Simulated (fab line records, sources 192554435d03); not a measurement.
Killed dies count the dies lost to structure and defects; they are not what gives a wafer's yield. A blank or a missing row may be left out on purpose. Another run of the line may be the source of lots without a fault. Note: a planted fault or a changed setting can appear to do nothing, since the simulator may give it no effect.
A lot that was struck, set against a sound lot ; flow n5_finfet ; 43 out of 1938 route steps
Sound: these wafers, L648.1, L648.4, L648.5. The struck wafers were L645.1, L645.2, L645.3. At the end, the cause is stated.
Per side, at each step with rows, come the tool, then ch with its chambers, and then its first start. Under that, the readings that differ: sound wafers ; struck wafers ; difference of the means ; sigmas: that difference in standard deviations of wafers without a fault.
alike: readings with means less than 2 such deviations apart, plus words and numbers identical on both sides. not compared: withheld readings, readings lacking a value on some wafer, bounds such as >300 that could conceal the same value, and numbers that have no deviation in the record and whose values overlap.
The two part at a step that has a row with sigmas, a row that says differs or no value, or rows on one side only. Numbers that don't overlap but have no deviation are shown without sigmas and don't part them. A reading that every wafer of one side lacks parts them only if that side has two wafers or more.

N5_FIN_CUT_STRIP_22: strips in N2/H2.
  sound on rie_diel-03 ch 1,2,3, day 5 16:40; struck on rie_diel-06 ch 1,2,3, day 4 22:46
  alike: drypump_motor_current_A, oes_product_au, rf_vpp_V, showerhead_plenum_p_Torr, throttle_valve_pct
  not compared: rf_hours_counter_h
then, 3 steps without rows for these wafers: N5_FIN_CUT_PRECLEAN_36 (cleans in O3/DIW, time 60 s); N5_FIN_CUT_SRD_32 (time 30 s); N5_FIN_CUT_UV_OZONE_34 (time 120 s).
N5_FIN_CUT_INSPECT_17: inspects for defects (brightfield).
  struck on defect_inspect-01, day 4 22:56; sound on defect_inspect-01, day 5 16:50
  alike: raw_defect_count
then, 1 step without rows for these wafers: N5_STI_FIN_REVEAL_ALD_00 (deposits SiO2, target thk 1 nm, pulse time 1 s).
N5_STI_FIN_REVEAL_ALD_14: deposits Si3N4, target thk 3 nm.
  sound on ald_sin-04 ch 2,3, day 5 16:55; struck on ald_sin-02 ch 1,2,3, day 4 23:23
  alike: heater_power_w
then, 3 steps without rows for these wafers: N5_STI_FIN_REVEAL_FCVD_FILL_01 (material SiO2 flowable, target thk 312 nm, time 512.2 s); N5_STI_FIN_REVEAL_DENSIFY_02 (time 1800 s); N5_STI_FIN_REVEAL_CMP_04 (polishes, stops on Si3N4, t overpolish 4 s, target thk 131.83 nm).
N5_STI_FIN_REVEAL_THK_MEAS_05:
  struck on film_metro-01, day 5 04:44; sound on film_metro-01, day 5 22:52
  alike: thk_nm
N5_STI_FIN_REVEAL_DENSIFY_30:
  sound on rtp_anneal-01 ch 0, day 5 22:53; struck on rtp_anneal-01 ch 0, day 5 04:45
reading;sound;struck;difference;sigmas
lamp_power_pct (%);11.44 11.52 11.50;11.64 11.57 11.59;+0.11;+2
  not compared: wafer_temp_C_max
N5_STI_FIN_REVEAL_ETCHBACK_08: etches SiO2 in C4F6/O2, target depth 30.5 nm, time 10.167 s.
  sound on rie_diel-02 ch 1,2, day 5 23:06; struck on rie_diel-05 ch 1,2,3, day 5 05:11
reading;sound;struck;difference;sigmas
drypump_motor_current_A (A);5.8 6.7 6.7;5.1 5.2 5.9;-1.0;-2
showerhead_plenum_p_Torr (Torr);3.00 2.93 2.93;2.72 2.77 2.74;-0.21;-2
throttle_valve_pct (%);21.33 21.50 21.48;20.83 20.99 21.17;-0.44;-2
  alike: oes_product_au, rf_vpp_V
  not compared: rf_hours_counter_h
then, 13 steps without rows for these wafers: N5_STI_FIN_REVEAL_STRIP_24 (strips in N2/H2, time 90 s); N5_STI_FIN_REVEAL_PRECLEAN_25 (cleans in SPM, time 90 s); N5_STI_FIN_REVEAL_PRECLEAN_26 (cleans in SC1, time 45 s); N5_STI_FIN_REVEAL_PRECLEAN_29 (cleans in DHF, time 30 s); N5_STI_FIN_REVEAL_SRD_12 (time 30 s); N5_STI_FIN_REVEAL_RECESS_09 (chemistry HF/NH3, target SiO2, afs cycles 11, target depth 42.5 nm, sublimation time 60 s); N5_STI_FIN_REVEAL_STRIP_16 (strips SiNx in H3PO4, target depth 23.8 nm); N5_STI_FIN_REVEAL_PRECLEAN_17 (cleans in NF3:NH3, afs cycles 1, time 20 s, sublimation time 60 s); N5_STI_FIN_REVEAL_ETCH_34 (etches Si in H2, material Si, target depth 0.97 nm); N5_STI_FIN_REVEAL_OXIDATION_31 (chemistry O2 PLASMA REMOTE, time 20 s); N5_STI_FIN_REVEAL_PRECLEAN_32 (cleans in NF3:NH3, afs cycles 1, time 20 s, sublimation time 60 s); N5_STI_FIN_REVEAL_STRIP_35 (strips Si3N4 in H3PO4, target depth 4 nm, time 39 s); N5_STI_FIN_REVEAL_SRD_21 (time 30 s).
N5_STI_FIN_REVEAL_OXIDATION_33: chemistry O2 PLASMA REMOTE, time 20 s.
  sound on plasma_asher-01 ch 0, day 6 01:51; struck on plasma_asher-01 ch 0,1, day 5 08:08
  alike: drypump_motor_current_A, heater_power_w
  not compared: rf_hours_counter_h
then, 2 steps without rows for these wafers: N5_STI_FIN_REVEAL_CLEAN_19 (cleans in O3/DIW, time 120 s); N5_STI_FIN_REVEAL_SRD_23 (time 30 s).
N5_STI_FIN_REVEAL_CD_MEAS_22: target cd 6.238 nm, pitch 28 nm.
  struck on cd_sem-01, day 5 08:18; sound on cd_sem-01, day 6 02:01
  alike: cd_nm
N5_STI_FIN_REVEAL_FIN_H_MEAS_10:
  struck on ocd-02, day 5 08:20; sound on ocd-02, day 6 02:04
reading;sound;struck;difference;sigmas
trench_depth_nm (nm);52.6 52.1 51.9;58.2 58.5 58.2;+6.1;+12
then, 2 steps without rows for these wafers: N5_STI_FIN_REVEAL_PRECLEAN_18 (cleans in SC2, time 45 s); N5_STI_FIN_REVEAL_SRD_28 (time 30 s).
N5_STI_FIN_REVEAL_INSPECT_13: inspects for defects (darkfield).
  struck on defect_inspect-01, day 5 08:25; sound on defect_inspect-02, day 6 02:08
  alike: raw_defect_count
then, 6 steps without rows for these wafers: N5_DUMMY_GATE_PRECLEAN_00 (cleans in O3/DIW, time 60 s); N5_DUMMY_GATE_SRD_01 (time 30 s); N5_DUMMY_GATE_ALD_02 (deposits SiO2, target thk 2 nm, pulse time 1 s); N5_DUMMY_GATE_CVD_03 (deposits a-Si from SiH4, target thk 150 nm, time 8042 s); N5_DUMMY_GATE_PRECLEAN_46 (cleans in DIW, time 89.5 s); N5_DUMMY_GATE_SRD_47 (dry time 32 s).
N5_DUMMY_GATE_CMP_04: polishes a-Si.
  sound on cmp-03 ch 2,3, day 6 06:53; struck on cmp-01 ch 0,2,3, day 5 12:28
  alike: motor_current_A, time_to_endpoint_s
N5_DUMMY_GATE_THK_MEAS_05:
  struck on film_metro-02, day 5 12:43; sound on film_metro-02, day 6 07:08
  alike: thk_nm
-- the record jumps here: 6 days lie between the struck wafers' starts before and after (it left off in module DUMMY_GATE and takes up again in module BEOL_M4, whose first step shown is number 1111 of the route) --
N5_BEOL_M4_RC_MEAS_101:
  sound on prober-02 ch 0, day 12 02:14; struck on prober-01 ch 0, day 11 23:22
reading;sound;struck;difference;sigmas
ION_N (uA/um);677 671 677;732 718 709;+45;+5
ION_P (uA/um);466 461 466;504 492 490;+31;+5
  alike: DIBL_N, DIBL_P, IOFF_N, IOFF_P, SS_N, SS_P, VT_N, VT_P

WHERE THEY PART
Earliest at N5_STI_FIN_REVEAL_DENSIFY_30; latest, in this record, at N5_BEOL_M4_RC_MEAS_101.

WHY: the cause the simulator had injected
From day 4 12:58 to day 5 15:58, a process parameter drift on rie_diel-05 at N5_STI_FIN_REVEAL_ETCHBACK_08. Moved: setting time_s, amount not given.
